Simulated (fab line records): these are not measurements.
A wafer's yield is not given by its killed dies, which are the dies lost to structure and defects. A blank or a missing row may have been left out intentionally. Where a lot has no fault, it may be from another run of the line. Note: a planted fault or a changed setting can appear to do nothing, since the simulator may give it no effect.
fab line records    flow n5-finfet
record lots=7  wafers=21
route steps=1938 shown MOL_CONTACT_COAG@523 BEOL_M0_SAQP@642 BEOL_M0_CUTY@705 BEOL_M0@715 BEOL_M1@797
start-h: the number of hours between the record's first day and the start of the first shown wafer of the lot    wait-h: hours elapsed since this lot's preceding step    " same as the row above    L1.1+2: a row that stands for several wafers    - either no value or no given start    * or withheld: withheld    < > ~ a bound
route shown NAME@n: NAME is a module with steps in the file, n the number in the route of the first one    usual: mean and standard deviation over wafers with no fault    same: alike in all rows    chamber/n: place in a boat    sites: the reading at each site    _std_site: the values' standard deviation    _edge_site: mean of outer sites minus mean of inner sites    radius-mm: how far each site lies from the wafer's centre    mask NAME#n: copy n    behind: the most recent tool/chamber to have shaped the wafer    hold: why the lot was held/for how many hours/how that ended    device: which transistor (n, p or np) failed to switch    end of line: tests of these same wafers at the route's end    a step with no rows: only its recipe    killed: count of dies lost to structure and defects at first sort (not the wafer's yield)    map: dies across one wafer; x = killed, . = not, _ = none there
set.NAME: the setting as run; set.NAME@STEP: as run at that earlier step    model.NAME: the simulator's own value behind a step, which no gauge read
lots whose settings were changed on purpose; a table a step, a row a wafer
## steps
# step N5_MOL_CONTACT_COAG_EXPOSE_05
# recipe mask-id=CA  na=0.33  source-shape=annular  sigma-inner=0.4  sigma-outer=0.8  polarization=unpolarized  defocus-nm=0  dose-mj=38.25
lot.wafer   tool            chamber  start-h  wait-h  mask  set.dose-mj
L076.1+3+5  euv-scanner-01  0        99.78    -       CA#0  38.25
L078.4+5+6  euv-scanner-02  0        110.48   -       CA#0  38.25
L080.2+6    euv-scanner-01  0        125.36   -       CA#0  35.79
L080.4      "               0        "        "       CA#0  38.25
L081.4+6    euv-scanner-02  0        130.69   -       CA#0  38.25
L081.5      "               0        "        "       CA#0  36.52
L084.1+4    euv-scanner-02  0        149.63   -       CA#0  38.25
L084.6      "               0        "        "       CA#0  40.54
L086.2      euv-scanner-01  0        160.50   -       CA#0  35.74
L086.5+6    "               0        "        "       CA#0  38.25
L092.2+3+4  euv-scanner-02  0        194.62   -       CA#0  38.25
# step N5_MOL_CONTACT_COAG_PEB_06
# recipe peb-temp-c=100  peb-time-s=60  resist=CAR-EUV
# step N5_MOL_CONTACT_COAG_DEVELOP_07
# recipe develop-time-s=30  developer=TMAH  resist=CAR-EUV  rinse-liquid=surfactant-rinse  dry=air-spin  dev-temp-c=23
# step N5_MOL_CONTACT_COAG_CD_MEAS_08
# recipe target-cd-nm=28  landing-energy-ev=500  detector=se-inlens  polarity=opening
# usual cd-nm=27.97/0.23
lot.wafer  tool       chamber  start-h  wait-h  set.dose-mj@MOL_CONTACT_COAG_EXPOSE_05  cd-nm
L076.1     cd-sem-02  0        99.91    -       38.25                                   27.82
L076.3     "          0        "        "       38.25                                   27.92
L076.5     "          0        "        "       38.25                                   28.03
L078.4     cd-sem-03  0        110.59   -       38.25                                   28.33
L078.5     "          0        "        "       38.25                                   27.52
L078.6     "          0        "        "       38.25                                   27.93
L080.2     cd-sem-03  0        125.48   -       35.79                                   26.44
L080.4     "          0        "        "       38.25                                   28.06
L080.6     "          0        "        "       35.79                                   26.48
L081.4     cd-sem-02  0        130.80   -       38.25                                   28.11
L081.5     "          0        "        "       36.52                                   26.96
L081.6     "          0        "        "       38.25                                   28.13
L084.1     cd-sem-03  0        149.76   -       38.25                                   27.90
L084.4     "          0        "        "       38.25                                   27.49
L084.6     "          0        "        "       40.54                                   29.35
L086.2     cd-sem-03  0        160.62   -       35.74                                   26.24
L086.5     "          0        "        "       38.25                                   28.35
L086.6     "          0        "        "       38.25                                   28.09
L092.2     cd-sem-03  0        194.75   -       38.25                                   28.20
L092.3     "          0        "        "       38.25                                   27.98
L092.4     "          0        "        "       38.25                                   27.78
# step N5_MOL_CONTACT_COAG_DESCUM_13
# recipe chemistry=O2  time-s=7  source-power-w=50  bias-power-w=20  pressure-mtorr=20  rf-frequency-hz=2.712e+07  temp-c=40  resist=CAR-EUV  o2-flow-sccm=225
# step N5_MOL_CONTACT_COAG_ETCH_59
# recipe chemistry=N2/H2  target=underlayer  target-depth-a=130  mask-material=CAR-EUV  time-s=10.4  ion-energy-ev=200  pressure-mtorr=30  source-w=840  bias-w=150  n2-flow-sccm=200  h2-flow-sccm=200  ends=cleared
lot.wafer  tool         chamber  start-h  wait-h  set.spin-rpm@MOL_CONTACT_COAG_COAT_58  set.dose-mj@MOL_CONTACT_COAG_EXPOSE_05  model.MOL_CONTACT_COAG.cd-offset-nm  model.CAR-EUV_of_MOL_CONTACT_COAG_COAT_02.thk-nm  model.etch.depth-nm
L076.1     rie-diel-06  0        100.07   0.0     1500                                   38.25                                   0.2                                  14.4                                              10.01
L076.3     "            2        "        "       1374                                   38.25                                   0                                    14.2                                              10.46
L076.5     "            2        "        "       1500                                   38.25                                   0.2                                  14.6                                              9.99
L078.4     rie-diel-01  2        110.93   0.0     1500                                   38.25                                   0                                    14.8                                              10.03
L078.5     "            0        "        "       1500                                   38.25                                   -0.2                                 14.6                                              10.04
L078.6     "            3        "        "       1500                                   38.25                                   -0.4                                 14.8                                              10.02
L080.2     rie-diel-05  2        125.64   0.0     1500                                   35.79                                   -1.6                                 14.6                                              10.01
L080.4     "            0        "        "       1417                                   38.25                                   -0.2                                 14.4                                              10.29
L080.6     "            2        "        "       1417                                   35.79                                   -1.6                                 14.4                                              10.3
L081.4     rie-diel-06  0        130.96   0.0     1347                                   38.25                                   0                                    13.8                                              10.63
L081.5     "            1        "        "       1500                                   36.52                                   -1.2                                 14.6                                              10.03
L081.6     "            0        "        "       1500                                   38.25                                   0                                    14.4                                              10.05
L084.1     rie-diel-06  1        150.10   0.0     1500                                   38.25                                   -0.2                                 14.6                                              9.957
L084.4     "            3        "        "       1360                                   38.25                                   -0.4                                 14                                                10.45
L084.6     "            1        "        "       1500                                   40.54                                   1.2                                  14.6                                              9.98
L086.2     rie-diel-01  2        160.78   0.0     1500                                   35.74                                   -1.6                                 14.6                                              10.01
L086.5     "            3        "        "       1358                                   38.25                                   -0.2                                 14                                                10.51
L086.6     "            1        "        "       1500                                   38.25                                   -0.2                                 14.6                                              9.998
L092.2     rie-diel-06  1        194.90   0.0     1500                                   38.25                                   0.2                                  14.6                                              10.02
L092.3+4   "            2,3      "        "       1500                                   38.25                                   0.2                                  14.6                                              10.04
# step N5_MOL_CONTACT_COAG_ETCH_105
# recipe chemistry=CF4  target=SiARC  target-depth-a=156  mask-material=CAR-EUV  time-s=26  ion-energy-ev=80  pressure-mtorr=40  source-w=545  bias-w=36  Ar_flow_sccm=100  cf4-flow-sccm=100  ends=cleared
lot.wafer  tool         chamber  start-h  wait-h  set.spin-rpm@MOL_CONTACT_COAG_COAT_58  set.dose-mj@MOL_CONTACT_COAG_EXPOSE_05  model.MOL_CONTACT_COAG.cd-offset-nm  model.CAR-EUV_of_MOL_CONTACT_COAG_COAT_02.thk-nm
L076.1     rie-diel-06  0        100.08   0.0     1500                                   38.25                                   0.2                                  5.2
L076.3     "            2        "        "       1374                                   38.25                                   0                                    5
L076.5     "            2        "        "       1500                                   38.25                                   0                                    5.4
L078.4+5   rie-diel-01  2,0      110.95   0.0     1500                                   38.25                                   0                                    5.4
L078.6     "            3        "        "       1500                                   38.25                                   -0.4                                 5.4
L080.2     rie-diel-05  2        125.66   0.0     1500                                   35.79                                   -1.6                                 5.6
L080.4     "            0        "        "       1417                                   38.25                                   -0.2                                 5.2
L080.6     "            2        "        "       1417                                   35.79                                   -1.4                                 5.2
L081.4     rie-diel-06  0        130.97   0.0     1347                                   38.25                                   0                                    4.6
L081.5     "            1        "        "       1500                                   36.52                                   -1.2                                 5.4
L081.6     "            0        "        "       1500                                   38.25                                   0                                    5.2
L084.1     rie-diel-06  1        150.12   0.0     1500                                   38.25                                   0                                    5.4
L084.4     "            3        "        "       1360                                   38.25                                   -0.4                                 4.8
L084.6     "            1        "        "       1500                                   40.54                                   1.4                                  5.4
L086.2     rie-diel-01  2        160.80   0.0     1500                                   35.74                                   -1.6                                 5.4
L086.5     "            3        "        "       1358                                   38.25                                   -0.4                                 4.8
L086.6     "            1        "        "       1500                                   38.25                                   -0.4                                 5.4
L092.2+3   rie-diel-06  1,2      194.92   0.0     1500                                   38.25                                   0.2                                  5.4
L092.4     "            3        "        "       1500                                   38.25                                   0                                    5.4
# step N5_MOL_CONTACT_COAG_ETCH_106
# recipe chemistry=N2/H2  target=SOC  target-depth-a=800  overetch-a=160  mask-material=SiARC  temp-c=40  time-s=120  ion-energy-ev=200  pressure-mtorr=30  source-w=840  bias-w=150  n2-flow-sccm=200  h2-flow-sccm=200
# step N5_MOL_CONTACT_COAG_STRIP_107
# recipe chemistry=N2/H2  temp-c=40  n2-flow-sccm=200  h2-flow-sccm=200  rf-frequency-hz=6e+07
# step N5_MOL_CONTACT_COAG_CONTACT_ETCH_14
# recipe chemistry=C4F6/O2  target=SiO2  target-depth-a=275  overetch-a=85  mask-material=SOC  pressure-mtorr=30  source-w=370  bias-w=185  Ar_flow_sccm=300  C4F6_flow_sccm=16  O2_flow_sccm=10  time-s=20  ion-energy-ev=259.6
# step N5_MOL_CONTACT_COAG_STRIP_109
# recipe chemistry=C4F6/O2  resist=SiARC  rf-frequency-hz=6e+07
# step N5_MOL_CONTACT_COAG_ETCH_15
# recipe chemistry=CH3F/O2  target=SiNx  target-depth-a=70  mask-material=SOC  stop-on=Si:P  over-etch-frac=0.75  ion-energy-ev=120  pressure-mtorr=30  source-w=395  bias-w=73  Ar_flow_sccm=150  CH3F_flow_sccm=30  O2_flow_sccm=20
lot.wafer  tool         chamber  start-h  wait-h  set.dose-mj@MOL_CONTACT_COAG_EXPOSE_05  model.MOL_CONTACT_COAG.cd-offset-nm
L076.1+5   rie-diel-06  0,2      100.25   0.0     38.25                                   0.2
L076.3     "            2        "        "       38.25                                   0
L078.4+5   rie-diel-01  2,0      111.11   0.0     38.25                                   -0.2
L078.6     "            3        "        "       38.25                                   -0.4
L080.2+6   rie-diel-05  2        125.82   0.0     35.79                                   -1.8
L080.4     "            0        "        "       38.25                                   -0.2
L081.4     rie-diel-06  0        131.14   0.0     38.25                                   0.2
L081.5     "            1        "        "       36.52                                   -1.2
L081.6     "            0        "        "       38.25                                   0
L084.1     rie-diel-06  1        150.28   0.0     38.25                                   -0.4
L084.4     "            3        "        "       38.25                                   -0.6
L084.6     "            1        "        "       40.54                                   1
L086.2     rie-diel-01  2        160.96   0.0     35.74                                   -1.8
L086.5+6   "            3,1      "        "       38.25                                   -0.4
L092.2     rie-diel-06  1        195.09   0.0     38.25                                   0
L092.3     "            2        "        "       38.25                                   0.2
L092.4     "            3        "        "       38.25                                   -0.2
# step N5_MOL_CONTACT_COAG_ETCH_110
# recipe chemistry=CF4/O2  target=Si  target-depth-a=25  time-s=8  pressure-mtorr=100  source-w=200  bias-w=12  ion-energy-ev=60  Ar_flow_sccm=100  cf4-flow-sccm=100  O2_flow_sccm=10
# step N5_MOL_CONTACT_COAG_STRIP_98
# recipe chemistry=N2/H2  power-w=500  temp-c=40  pressure-mtorr=50  rf-frequency-hz=6e+07  overash-fraction=0.3  bias-power-w=8  h2-frac=0.5  n2-flow-sccm=300  h2-flow-sccm=300
# step N5_MOL_CONTACT_COAG_CD_MEAS_99
# recipe target-cd-nm=17.2  polarity=opening
# usual cd-nm=17.1/0.37
lot.wafer  tool       chamber  start-h  wait-h  set.dose-mj@MOL_CONTACT_COAG_EXPOSE_05  cd-nm
L076.1     cd-sem-03  -        100.43   -       38.25                                   17.2
L076.3     "          -        "        "       38.25                                   17.2
L076.5     "          -        "        "       38.25                                   17.2
L078.4     cd-sem-01  -        111.29   -       38.25                                   17.0
L078.5     "          -        "        "       38.25                                   17.0
L078.6     "          -        "        "       38.25                                   16.8
L080.2     cd-sem-03  -        126.00   -       35.79                                   15.4
L080.4     "          -        "        "       38.25                                   17.1
L080.6     "          -        "        "       35.79                                   15.1
L081.4     cd-sem-01  -        131.32   -       38.25                                   17.2
L081.5     "          -        "        "       36.52                                   16.2
L081.6     "          -        "        "       38.25                                   17.3
L084.1     cd-sem-03  -        150.46   -       38.25                                   16.7
L084.4     "          -        "        "       38.25                                   16.8
L084.6     "          -        "        "       40.54                                   18.2
L086.2     cd-sem-01  -        161.14   -       35.74                                   15.4
L086.5     "          -        "        "       38.25                                   16.5
L086.6     "          -        "        "       38.25                                   16.8
L092.2     cd-sem-02  -        195.27   -       38.25                                   17.4
L092.3     "          -        "        "       38.25                                   17.5
L092.4     "          -        "        "       38.25                                   17.0
# step N5_BEOL_M0_SAQP_COAT_82
# recipe resist=SiARC  temp-c=220  time-s=60  spin-rpm=1500  resist-thk-nm=30
lot.wafer  tool            chamber  start-h  wait-h  set.spin-rpm  model.SiARC_of_BEOL_M0_SAQP_COAT_82.thk-nm
L076.1+5   litho-track-04  0        -        -       1372          31.4
L076.3     "               0        "        "       1372          31.2
L078.4     litho-track-02  0        -        -       1500          30.2
L078.5+6   "               0        "        "       1500          30
L080.2     litho-track-03  0        -        -       1382          31.4
L080.4+6   "               0        "        "       1500          30
L081.4+5   litho-track-02  0        -        -       1548          29.6
L081.6     "               0        "        "       1500          30
L084.1     litho-track-02  0        -        -       1500          30.2
L084.4     "               0        "        "       1444          30.8
L084.6     "               0        "        "       1500          30
L086.2     litho-track-03  0        -        -       1591          29
L086.5     "               0        "        "       1500          29.8
L086.6     "               0        "        "       1500          30
L092.2     litho-track-04  0        -        -       1500          30
L092.3     "               0        "        "       1500          30.2
L092.4     "               0        "        "       1379          31.2
# step N5_BEOL_M0_SAQP_DEVELOP_13
# recipe develop-time-s=30  developer=TMAH  resist=CAR-ArF  dev-temp-c=23  rinse-liquid=diw  dry=air-spin
lot.wafer   tool            chamber  start-h  wait-h  set.develop-time-s
L076.1+3    litho-track-04  0        -        -       36.49
L076.5      "               0        "        "       30
L078.4+5+6  litho-track-02  0        -        -       30
L080.2+4    litho-track-03  0        -        -       30
L080.6      "               0        "        "       36.56
L081.4+5+6  litho-track-02  0        -        -       30
L084.1+4+6  litho-track-02  0        -        -       36.28
L086.2+5    litho-track-03  0        -        -       30
L086.6      "               0        "        "       33.59
L092.2      litho-track-04  0        -        -       27.87
L092.3+4    "               0        "        "       30
# step N5_BEOL_M0_SAQP_DESCUM_19
# recipe chemistry=O2  time-s=7.9  source-power-w=50  bias-power-w=20  pressure-mtorr=20  rf-frequency-hz=2.712e+07  temp-c=40  resist=CAR-ArF  o2-flow-sccm=225
# step N5_BEOL_M0_SAQP_ETCH_83
# recipe chemistry=CF4  target=SiARC  target-depth-a=390  mask-material=CAR-ArF  time-s=65  ion-energy-ev=80  pressure-mtorr=40  source-w=545  bias-w=36  Ar_flow_sccm=100  cf4-flow-sccm=100  ends=cleared
# usual etch-rf-on-time-s=65.5/1.1
lot.wafer  tool         chamber  start-h  wait-h  set.spin-rpm@BEOL_M0_SAQP_COAT_82  etch-rf-on-time-s  model.CAR-ArF_of_BEOL_M0_SAQP_COAT_08.thk-nm  model.etch.depth-nm
L076.1     rie-diel-03  3        129.26   0.0     1372                               67.4               54.2                                          31.37
L076.3     "            0        "        "       1372                               69.3               54.4                                          31.29
L076.5     "            2        "        "       1372                               67.7               54.4                                          31.39
L078.4     rie-diel-03  1        129.88   0.0     1500                               65.2               55.6                                          30.14
L078.5     "            1        "        "       1500                               65.4               55.6                                          30.1
L078.6     "            0        "        "       1500                               66.5               55.8                                          29.99
L080.2     rie-diel-03  0        144.99   0.0     1382                               68.9               54.4                                          31.33
L080.4     "            1        "        "       1500                               65.1               55.4                                          29.95
L080.6     "            1        "        "       1500                               65.2               55                                            29.98
L081.4     rie-diel-04  3        148.31   0.0     1548                               64.1               56                                            29.61
L081.5     "            0        "        "       1548                               63.8               55.8                                          29.63
L081.6     "            1        "        "       1500                               65.0               55.6                                          30.1
L084.1     rie-diel-02  1        168.09   0.0     1500                               66.3               55.8                                          30.11
L084.4     "            0        "        "       1444                               69.1               55                                            30.74
L084.6     "            1        "        "       1500                               66.5               55.6                                          30.07
L086.2     rie-diel-04  3        183.13   0.0     1591                               62.7               56.8                                          29.06
L086.5     "            1        "        "       1500                               64.3               56.2                                          29.88
L086.6     "            0        "        "       1500                               64.7               55.8                                          29.94
L092.2     rie-diel-04  2        216.14   0.0     1500                               66.6               56.2                                          30.02
L092.3     "            3        "        "       1500                               65.7               56.2                                          30.1
L092.4     "            2        "        "       1379                               69.9               54.6                                          31.28
# step N5_BEOL_M0_SAQP_ETCH_84
# recipe chemistry=N2/H2  target=SOC  target-depth-a=1000  overetch-a=200  mask-material=SiARC  temp-c=40  time-s=150  ion-energy-ev=200  pressure-mtorr=30  source-w=840  bias-w=150  n2-flow-sccm=200  h2-flow-sccm=200
lot.wafer   tool         chamber  start-h  wait-h  set.spin-rpm@BEOL_M0_SAQP_COAT_82  model.SiARC_of_BEOL_M0_SAQP_COAT_82.thk-nm
L076.1+3+5  rie-diel-03  3,0,2    129.31   0.0     1372                               25.6
L078.4+6    rie-diel-03  1,0      129.93   0.0     1500                               24.2
L078.5      "            1        "        "       1500                               24.4
L080.2      rie-diel-03  0        145.06   0.1     1382                               25.8
L080.4+6    "            1        "        "       1500                               24.2
L081.4      rie-diel-04  3        148.36   0.0     1548                               24
L081.5      "            0        "        "       1548                               24.2
L081.6      "            1        "        "       1500                               24.4
L084.1+6    rie-diel-02  1        168.14   0.0     1500                               24.4
L084.4      "            0        "        "       1444                               25.4
L086.2      rie-diel-04  3        183.18   0.0     1591                               23.4
L086.5      "            1        "        "       1500                               24
L086.6      "            0        "        "       1500                               24.4
L092.2+3    rie-diel-04  2,3      216.19   0.0     1500                               24.4
L092.4      "            2        "        "       1379                               25.8
# step N5_BEOL_M0_CUTY_EXPOSE_54
# recipe mask-id=M0_ABLK  na=1.35  source-shape=conventional  sigma-outer=0.8  polarization=unpolarized  dose-mj=36
lot.wafer   tool             chamber  start-h  wait-h  mask       set.dose-mj
L076.1      arfi-scanner-01  0        136.38   -       M0_ABLK#0  37.32
L076.3+5    "                0        "        "       M0_ABLK#0  36
L078.4+5+6  arfi-scanner-01  0        137.65   -       M0_ABLK#0  36
L080.2+4    arfi-scanner-02  0        150.94   -       M0_ABLK#0  34.77
L080.6      "                0        "        "       M0_ABLK#0  36
L081.4+5    arfi-scanner-01  0        155.03   -       M0_ABLK#0  33.47
L081.6      "                0        "        "       M0_ABLK#0  36
L084.1+4    arfi-scanner-01  0        174.53   -       M0_ABLK#0  34.03
L084.6      "                0        "        "       M0_ABLK#0  36
L086.2      arfi-scanner-02  0        192.08   -       M0_ABLK#0  36
L086.5+6    "                0        "        "       M0_ABLK#0  37.26
L092.2      arfi-scanner-01  0        221.32   -       M0_ABLK#0  33.47
L092.3+4    "                0        "        "       M0_ABLK#0  36
# step N5_BEOL_M0_CUTY_PEB_55
# recipe peb-temp-c=110  peb-time-s=60  resist=CAR-ArF-block
# step N5_BEOL_M0_CUTY_DEVELOP_56
# recipe develop-time-s=30  developer=TMAH  resist=CAR-ArF-block  rinse-liquid=diw  dry=air-spin  dev-temp-c=23
# step N5_BEOL_M0_CUTY_CD_MEAS_57
# recipe target-cd-nm=200  landing-energy-ev=500  detector=se-inlens  polarity=line
# usual cd-nm=200.3/1.1
lot.wafer  tool       chamber  start-h  wait-h  set.dose-mj@BEOL_M0_CUTY_EXPOSE_54  cd-nm
L076.1     cd-sem-02  0        136.50   -       37.32                               197.4
L076.3     "          0        "        "       36                                  200.7
L076.5     "          0        "        "       36                                  200.8
L078.4     cd-sem-01  0        137.76   -       36                                  199.1
L078.5     "          0        "        "       36                                  199.8
L078.6     "          0        "        "       36                                  199.5
L080.2     cd-sem-02  0        151.06   -       34.77                               200.3
L080.4     "          0        "        "       34.77                               202.0
L080.6     "          0        "        "       36                                  198.6
L081.4     cd-sem-02  0        155.14   -       33.47                               202.5
L081.5     "          0        "        "       33.47                               202.4
L081.6     "          0        "        "       36                                  199.9
L084.1     cd-sem-01  0        174.65   -       34.03                               203.7
L084.4     "          0        "        "       34.03                               204.5
L084.6     "          0        "        "       36                                  200.8
L086.2     cd-sem-01  0        192.20   -       36                                  199.3
L086.5     "          0        "        "       37.26                               198.4
L086.6     "          0        "        "       37.26                               197.4
L092.2     cd-sem-01  0        221.44   -       33.47                               206.2
L092.3     "          0        "        "       36                                  201.7
L092.4     "          0        "        "       36                                  200.8
# step N5_BEOL_M0_ETCH_138
# recipe chemistry=CH3F/O2  target-depth-a=120  target=SiCN  time-s=31.6  ion-energy-ev=120  pressure-mtorr=30  source-w=395  bias-w=75  Ar_flow_sccm=150  CH3F_flow_sccm=30  O2_flow_sccm=20  ends=cleared
# usual rf-vpp-V=296.9/1.4
lot.wafer  tool         chamber  start-h  wait-h  set.source-w  rf-vpp-V
L076.1     rie-diel-05  3        136.86   0.0     324.2         316.1
L076.3     "            0        "        "       395           298.3
L076.5     "            1        "        "       395           296.5
L078.4     rie-diel-06  1        138.08   0.0     395           296.6
L078.5     "            0        "        "       395           294.7
L078.6     "            3        "        "       395           295.8
L080.2     rie-diel-06  3        151.35   0.0     395           295.8
L080.4     "            1        "        "       395           298.3
L080.6     "            0        "        "       395           295.1
L081.4     rie-diel-06  2        155.99   0.0     395           295.0
L081.5     "            0        "        "       395           295.4
L081.6     "            1        "        "       395           298.3
L084.1     rie-diel-01  2        174.95   0.0     395           297.3
L084.4     "            1        "        "       439.2         287.5
L084.6     "            3        "        "       395           297.6
L086.2     rie-diel-01  0        192.49   0.0     395           300.5
L086.5     "            0        "        "       451.6         286.9
L086.6     "            2        "        "       395           297.2
L092.2     rie-diel-05  3        221.75   0.0     415.9         289.7
L092.3     "            1        "        "       395           295.5
L092.4     "            2        "        "       395           297.3
# step N5_BEOL_M1_VIA_ETCH_34
# recipe chemistry=C4F6/O2  target-depth-a=678  mask-material=SOC  pressure-mtorr=15  ion-energy-ev=250  taper-deg=4  time-s=64.4  source-w=350  bias-w=170  Ar_flow_sccm=300  C4F6_flow_sccm=10  O2_flow_sccm=10
# usual rf-vpp-V=666/13
lot.wafer  tool         chamber  start-h  wait-h  set.bias-w  rf-vpp-V
L076.1     rie-diel-02  3        146.40   0.0     170         673
L076.3     "            0        "        "       170         644
L076.5     "            0        "        "       170         644
L078.4     rie-diel-04  2        149.46   0.0     170         670
L078.5     "            1        "        "       170         681
L078.6     "            0        "        "       170         642
L080.2     rie-diel-03  0        166.84   0.0     170         667
L080.4     "            1        "        "       179.3       707
L080.6     "            2        "        "       170         673
L081.4     rie-diel-02  1        175.35   0.0     196.4       757
L081.5     "            3        "        "       170         671
L081.6     "            2        "        "       196.4       746
L084.1     rie-diel-04  3        182.02   0.0     170         666
L084.4     "            2        "        "       170         667
L084.6     "            2        "        "       170         669
L086.2     rie-diel-03  2        211.76   0.0     170         674
L086.5     "            3        "        "       170         666
L086.6     "            2        "        "       170         673
L092.2     rie-diel-02  2        230.83   0.0     170         665
L092.3     "            3        "        "       150.6       611
L092.4     "            1        "        "       170         675
# step N5_BEOL_M1_TRENCH_ETCH_37
# recipe chemistry=C4F6/O2  target-depth-a=552.07  target=SiOC  time-s=29  ion-energy-ev=250  pressure-mtorr=30  source-w=355  bias-w=185  Ar_flow_sccm=300  C4F6_flow_sccm=10  O2_flow_sccm=10
# usual rf-vpp-V=666/13
lot.wafer  tool         chamber  start-h  wait-h  set.bias-w  rf-vpp-V
L076.1     rie-diel-02  3        -        -       200         715
L076.3     "            0        "        "       200         683
L076.5     "            0        "        "       185         643
L078.4     rie-diel-04  2        -        -       185         667
L078.5     "            1        "        "       185         681
L078.6     "            0        "        "       185         642
L080.2     rie-diel-03  0        -        -       185         668
L080.4     "            1        "        "       185         680
L080.6     "            2        "        "       185         673
L081.4     rie-diel-02  1        -        -       185         674
L081.5     "            3        "        "       185         674
L081.6     "            2        "        "       185         664
L084.1     rie-diel-04  3        -        -       185         665
L084.4     "            2        "        "       173.8       636
L084.6     "            2        "        "       173.8       635
L086.2     rie-diel-03  2        -        -       185         674
L086.5     "            3        "        "       213.1       746
L086.6     "            2        "        "       185         674
L092.2     rie-diel-02  2        -        -       185         666
L092.3     "            3        "        "       185         671
L092.4     "            1        "        "       185         673
## key
split step=N5_MOL_CONTACT_COAG_EXPOSE_05  setting=dose-mj  stated=38.25  by=wafer
response step=N5_MOL_CONTACT_COAG_CD_MEAS_08  reading=cd-nm  change=+0.273  per=1%  r=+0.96
response step=N5_MOL_CONTACT_COAG_ETCH_59  reading=model.MOL_CONTACT_COAG.cd-offset-nm  change=+0.232  per=1%  r=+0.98
response step=N5_MOL_CONTACT_COAG_ETCH_105  reading=model.MOL_CONTACT_COAG.cd-offset-nm  change=+0.222  per=1%  r=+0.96
response step=N5_MOL_CONTACT_COAG_ETCH_15  reading=model.MOL_CONTACT_COAG.cd-offset-nm  change=+0.244  per=1%  r=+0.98
response step=N5_MOL_CONTACT_COAG_CD_MEAS_99  reading=cd-nm  change=+0.238  per=1%  r=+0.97
split step=N5_BEOL_M0_SAQP_COAT_82  setting=spin-rpm  stated=1500  by=wafer
response step=N5_BEOL_M0_SAQP_COAT_82  reading=model.SiARC_of_BEOL_M0_SAQP_COAT_82.thk-nm  change=-0.156  per=1%  r=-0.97
response step=N5_BEOL_M0_SAQP_ETCH_83  reading=etch-rf-on-time-s  change=*  per=1%  r=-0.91
response step=N5_BEOL_M0_SAQP_ETCH_83  reading=model.CAR-ArF_of_BEOL_M0_SAQP_COAT_08.thk-nm  change=+0.147  per=1%  r=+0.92
response step=N5_BEOL_M0_SAQP_ETCH_83  reading=model.etch.depth-nm  change=-0.158  per=1%  r=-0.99
response step=N5_BEOL_M0_SAQP_ETCH_84  reading=model.SiARC_of_BEOL_M0_SAQP_COAT_82.thk-nm  change=-0.178  per=1%  r=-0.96
split step=N5_BEOL_M0_SAQP_DEVELOP_13  setting=develop-time-s  stated=30  by=wafer
response none clear
split step=N5_BEOL_M0_CUTY_EXPOSE_54  setting=dose-mj  stated=36  by=wafer
response step=N5_BEOL_M0_CUTY_CD_MEAS_57  reading=cd-nm  change=-0.586  per=1%  r=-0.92
split step=N5_BEOL_M0_ETCH_138  setting=source-w  stated=395  by=wafer
response step=N5_BEOL_M0_ETCH_138  reading=rf-vpp-V  change=-0.961  per=1%  r=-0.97
split step=N5_BEOL_M1_VIA_ETCH_34  setting=bias-w  stated=170  by=wafer
response step=N5_BEOL_M1_VIA_ETCH_34  reading=rf-vpp-V  change=+5.3  per=1%  r=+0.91
split step=N5_BEOL_M1_TRENCH_ETCH_37  setting=bias-w  stated=185  by=wafer
response step=N5_BEOL_M1_TRENCH_ETCH_37  reading=rf-vpp-V  change=+5.18  per=1%  r=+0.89
split outside-this-file step=N5_MOL_CONTACT_COAG_COAT_58 setting=spin-rpm
# split outside-this-file: this setting was split too, and the file shows its column; the key of that split is in another file
